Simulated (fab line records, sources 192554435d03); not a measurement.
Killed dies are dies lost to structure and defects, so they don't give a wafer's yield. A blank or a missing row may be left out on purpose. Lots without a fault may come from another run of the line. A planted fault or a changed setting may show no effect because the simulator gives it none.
Split-lot experiment | flow n5_finfet | 7 lots, 21 wafers read, on a route of 1938 steps

THE SPLIT
At N5_PASSIVATION_VIA_ETCH_13 (etches SiO2 in CHF3/O2, target depth 660 nm, time 330 s), the setting source_w was moved away from the recipe's 650 W on 7 of the 21 wafers read, by -11.4% to +16.1%. The other wafers ran this setting at the recipe's value.

The reading is taken at the split's own step.

THE READING
rf_vpp_V, in V, at N5_PASSIVATION_VIA_ETCH_13 (etches SiO2 in CHF3/O2, target depth 660 nm, time 330 s). Fault-free wafers of this fab line usually give 523 V, standard deviation 5.8 V.

wafer  | tool, chamber at the split | source_w as run, W | against the recipe | rf_vpp_V, V | against lot-mates on the recipe
L075.1 | rie_diel-01, 3             | 613.3              | -5.6%              | 541         | +21
L075.2 | rie_diel-01, 0             | 650                | recipe             | 517         | -
L075.3 | rie_diel-01, 1             | 650                | recipe             | 523         | -
L077.1 | rie_diel-06, 1             | 650                | recipe             | 515         | -
L077.2 | rie_diel-06, 2             | 650                | recipe             | 512         | -
L077.5 | rie_diel-06, 2             | 650                | recipe             | 512         | -
L085.1 | rie_diel-01, 2             | 650                | recipe             | 523         | -
L085.3 | rie_diel-01, 1             | 650                | recipe             | 523         | -
L085.4 | rie_diel-01, 0             | 650                | recipe             | 518         | -
L088.2 | rie_diel-02, 3             | 650                | recipe             | 526         | -
L088.3 | rie_diel-02, 1             | 754.5              | +16.1%             | 483         | -43
L088.6 | rie_diel-02, 2             | 754.5              | +16.1%             | 484         | -42
L091.2 | rie_diel-01, 2             | 650                | recipe             | 523         | -
L091.3 | rie_diel-01, 0             | 650                | recipe             | 518         | -
L091.6 | rie_diel-01, 3             | 650                | recipe             | 524         | -
L092.1 | rie_diel-01, 3             | 650                | recipe             | 526         | -
L092.3 | rie_diel-01, 0             | 598.1              | -8.0%              | 538         | +12
L092.4 | rie_diel-01, 3             | 598.1              | -8.0%              | 547         | +21
L097.2 | rie_diel-01, 2             | 575.6              | -11.4%             | 555         | +32
L097.5 | rie_diel-01, 2             | 650                | recipe             | 523         | -
L097.6 | rie_diel-01, 1             | 575.6              | -11.4%             | 556         | +33

THE FIT
A straight line over all 21 wafers: rf_vpp_V changes by -2.6 V for each +1% of source_w; r = -0.97; the points scatter about the line by 4.9 V.
The same after taking each lot's own level away (the mean of its wafers on the recipe; 21 wafers): -2.66 V for each +1%; r = -0.99; scatter 3.2 V.
On that fit, the largest move of source_w shifts the reading by 43 V.
The lots' own levels span 513.0 to 526.0 V, that is 2.2 times the standard deviation above.
So the lot-to-lot level changes the slope little: the two slopes agree.
Check: with one of the wafers moved furthest among these (+16.1%) left out of the fit, the line predicts -42.4 V for it against its lot-mates. It came out at -43 V against them.
Tool readings at the split's step, against how far the setting was moved: rf_vpp_V r = -0.97.

OTHER SPLITS ON THESE WAFERS
These wafers also went through other splits before the reading. Each is held against what the fit with the lots' levels taken away leaves over:
other split on the same wafers | wafers away from the commonest value | r with rf_vpp_V (lot level and that fit taken away)
N5_BEOL_M14_COAT_22 spin_rpm   | 4                                    | -0.48
N5_BEOL_M14_ETCH_68 time_s     | 10                                   | +0.43

THE FILE'S OWN FIT
rf_vpp_V changes by -2.69 V for each +1% of source_w, r = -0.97.
